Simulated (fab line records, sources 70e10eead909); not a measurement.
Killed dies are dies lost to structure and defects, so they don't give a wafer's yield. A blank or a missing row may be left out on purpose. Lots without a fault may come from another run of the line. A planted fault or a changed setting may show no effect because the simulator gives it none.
Chamber matching | flow nand_harc | NHARC_A_BLC_ALD_23 on ald_metal-03: 4 sister chambers
The step deposits TiN, target thk 3 nm, pulse time 1 s, ald cycles 150. 18 wafers are shown with their chamber, then 9 later ones without.

WAFERS WITH THEIR CHAMBER
wafer  | chamber | heater_power_w (W) | precursor_pulse_height_rel
L075.2 | 0       | 1332               | 0.968
L075.5 | 3       | 1138               | 0.996
L075.6 | 2       | 1049               | 1.043
L076.1 | 2       | 1055               | 0.968
L076.2 | 1       | 1163               | 1.004
L076.5 | 0       | 1354               | 1.001
L080.4 | 2       | 1052               | 0.997
L080.5 | 0       | 1395               | 1.006
L080.6 | 1       | 1147               | 1.007
L082.2 | 3       | 1133               | 1.015
L082.5 | 3       | 1178               | 0.980
L082.6 | 0       | 1367               | 0.951
L084.1 | 1       | 1151               | 1.016
L084.3 | 3       | 1142               | 0.995
L084.6 | 3       | 1125               | 0.986
L087.2 | 2       | 1049               | 1.003
L087.4 | 3       | 1166               | 0.979
L087.5 | 1       | 1144               | 0.979

SIGNATURES (means of the wafers above)
reading                    | chamber 0 | chamber 1 | chamber 2 | chamber 3 | scatter within a chamber
heater_power_w             | 1362.00   | 1151.25   | 1051.25   | 1147.00   | 17.8
precursor_pulse_height_rel | 0.98150   | 1.00150   | 1.00275   | 0.99183   | 0.0217
Rule: a wafer's distance from a chamber is the root of the sum, over the readings, of the square of ((its reading less the chamber's mean) divided by the reading's scatter). The wafer belongs to the nearest chamber; if the next one is less than 2 further off, it can't be placed. The scatter: the root of (the sum of the squares of (reading less its chamber's mean) over the shown wafers, divided by (wafers less chambers)).

WAFERS WITHOUT THEIR CHAMBER
wafer  | heater_power_w (W) | precursor_pulse_height_rel
L088.3 | 1181               | 1.034
L088.5 | 1156               | 0.991
L088.6 | 1034               | 0.986
L090.1 | 1376               | 1.002
L090.3 | 1052               | 1.023
L090.6 | 1313               | 1.021
L096.4 | 1154               | 1.014
L096.5 | 1368               | 1.022
L096.6 | 1122               | 0.967

WHICH CHAMBER EACH WENT THROUGH
wafer  | from the rows above     | in truth
L088.3 | can't be placed: 1 or 3 | 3
L088.5 | can't be placed: 3 or 1 | 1
L088.6 | 2                       | 2
L090.1 | 0                       | 0
L090.3 | 2                       | 2
L090.6 | 0                       | 0
L096.4 | can't be placed: 1 or 3 | 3
L096.5 | 0                       | 0
L096.6 | can't be placed: 3 or 1 | 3
Placed correctly: 5 of 9. Can't be placed from these rows: 4 (the true chamber is among the candidates in 4). Placed wrongly: 0.
